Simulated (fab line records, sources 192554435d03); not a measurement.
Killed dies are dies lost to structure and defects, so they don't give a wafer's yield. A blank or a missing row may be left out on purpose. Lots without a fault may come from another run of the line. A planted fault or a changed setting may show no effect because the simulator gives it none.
Split-lot experiment | flow n5_finfet | 7 lots, 21 wafers read, on a route of 1938 steps

THE SPLIT
At N5_ZERO_LAYER_PECVD_02 (deposits SiO2 from SiH4/N2O, target thk 10 nm, time 6 s), the setting time_s was moved away from the recipe's 6 s on 8 of the 21 wafers read, by -12.6% to +10.7%. The other wafers ran this setting at the recipe's value.

The reading is taken at the split's own step.

THE READING
SiO2_of_ZERO_LAYER_PECVD_02.thk_nm (the simulator's own value, which no gauge read), in nm, at N5_ZERO_LAYER_PECVD_02 (deposits SiO2 from SiH4/N2O, target thk 10 nm, time 6 s). The file gives no usual value for it. The 13 wafers here that ran the recipe average 9.995 nm, standard deviation 0.21 nm.

wafer  | tool, chamber at the split | time_s as run, s | against the recipe | SiO2_of_ZERO_LAYER_PECVD_02.thk_nm, nm | against lot-mates on the recipe
L075.1 | pecvd-01, 2                | 6                | recipe             | 9.967                                  | -
L075.5 | pecvd-01, 2                | 6                | recipe             | 10.03                                  | -
L075.6 | pecvd-01, 0                | 6                | recipe             | 10.17                                  | -
L077.2 | pecvd-03, 0                | 6                | recipe             | 10.32                                  | -
L077.4 | pecvd-03, 2                | 5.628            | -6.2%              | 9.541                                  | -0.784
L077.5 | pecvd-03, 1                | 6                | recipe             | 10.33                                  | -
L081.2 | pecvd-01, 1                | 6                | recipe             | 9.847                                  | -
L081.4 | pecvd-01, 1                | 6                | recipe             | 10.06                                  | -
L081.6 | pecvd-01, 0                | 6                | recipe             | 10.05                                  | -
L090.4 | pecvd-03, 1                | 6                | recipe             | 9.88                                   | -
L090.5 | pecvd-03, 1                | 6                | recipe             | 10                                     | -
L090.6 | pecvd-03, 2                | 5.527            | -7.9%              | 9.348                                  | -0.592
L091.3 | pecvd-01, 2                | 6                | recipe             | 9.991                                  | -
L091.5 | pecvd-01, 0                | 5.247            | -12.6%             | 8.84                                   | -1.151
L091.6 | pecvd-01, 1                | 5.247            | -12.6%             | 9.059                                  | -0.932
L092.1 | pecvd-04, 0                | 5.283            | -11.9%             | 8.471                                  | -1.052
L092.3 | pecvd-04, 1                | 6                | recipe             | 9.523                                  | -
L092.4 | pecvd-04, 1                | 5.283            | -11.9%             | 8.622                                  | -0.901
L093.1 | pecvd-04, 2                | 6                | recipe             | 9.767                                  | -
L093.3 | pecvd-04, 0                | 6.644            | +10.7%             | 10.88                                  | +1.113
L093.6 | pecvd-04, 0                | 6.644            | +10.7%             | 11.06                                  | +1.293

THE FIT
A straight line over all 21 wafers: SiO2_of_ZERO_LAYER_PECVD_02.thk_nm changes by +0.096 nm for each +1% of time_s; r = +0.95; the points scatter about the line by 0.22 nm.
The same after taking each lot's own level away (the mean of its wafers on the recipe; 21 wafers): +0.0929 nm for each +1%; r = +0.98; scatter 0.12 nm.
On that fit, the largest move of time_s shifts the reading by 1.2 nm.
The lots' own levels span 9.5230 to 10.3250 nm, that is 3.8 times the standard deviation above.
So the lot-to-lot level changes the slope little: the two slopes agree.
Check: with one of the wafers moved furthest among these (-12.6%) left out of the fit, the line predicts -1.12 nm for it against its lot-mates. It came out at -1.15 nm against them.

THE FILE'S OWN FIT
SiO2_of_ZERO_LAYER_PECVD_02.thk_nm changes by +0.0915 nm for each +1% of time_s, r = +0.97.
